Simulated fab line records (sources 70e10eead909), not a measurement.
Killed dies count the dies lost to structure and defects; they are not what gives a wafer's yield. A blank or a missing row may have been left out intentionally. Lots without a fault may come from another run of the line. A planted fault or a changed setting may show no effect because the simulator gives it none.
Matching of chambers	flow nand harc	NHARC_A_STAIRCASE_ETCH_253 on rie diel-03: 4 sister chambers
The step etches the open film in C4F8/O2, target depth 50 nm, time 20.2 s. 4 wafers are shown with their chamber, then 10 later ones without.

## WAFERS WITH THEIR CHAMBER
wafer	chamber	rf vpp V (V)
L085.2	1	905
L091.2	2	896
L096.1	3	893
L096.2	0	904

## WAFERS WITHOUT THEIR CHAMBER
wafer	rf vpp V (V)
L096.3	903
L096.4	898
L096.5	898
L096.6	904
L095.1	905
L095.2	897
L095.4	894
L095.3	904
L095.5	896
L095.6	894

## EACH ONE'S CHAMBER
wafer	from the rows above	in truth
L096.3	can't be placed: 0 or 1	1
L096.4	2	2
L096.5	2	2
L096.6	can't be placed: 0 or 1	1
L095.1	can't be placed: 1 or 0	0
L095.2	2	2
L095.4	can't be placed: 3 or 2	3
L095.3	can't be placed: 0 or 1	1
L095.5	2	2
L095.6	can't be placed: 3 or 2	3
Correct placement for 4 of the 10. Cannot be placed on the basis of these rows: 6; the candidates contain the true chamber in 6. Number placed wrongly: 0.
How it was worked out, from the rows above alone: a wafer's distance from a chamber is the root of the sum, over the readings, of the square of ((its reading less the chamber's mean) divided by the reading's scatter). If the next closest chamber is less than 2 further off than the closest, the wafer can't be placed; otherwise it belongs to the closest. For every chamber, the mean is computed from those of its wafers that are shown. The scatter: root of mean squared gap, hidden wafer to nearest shown wafer, with one shown wafer a chamber.
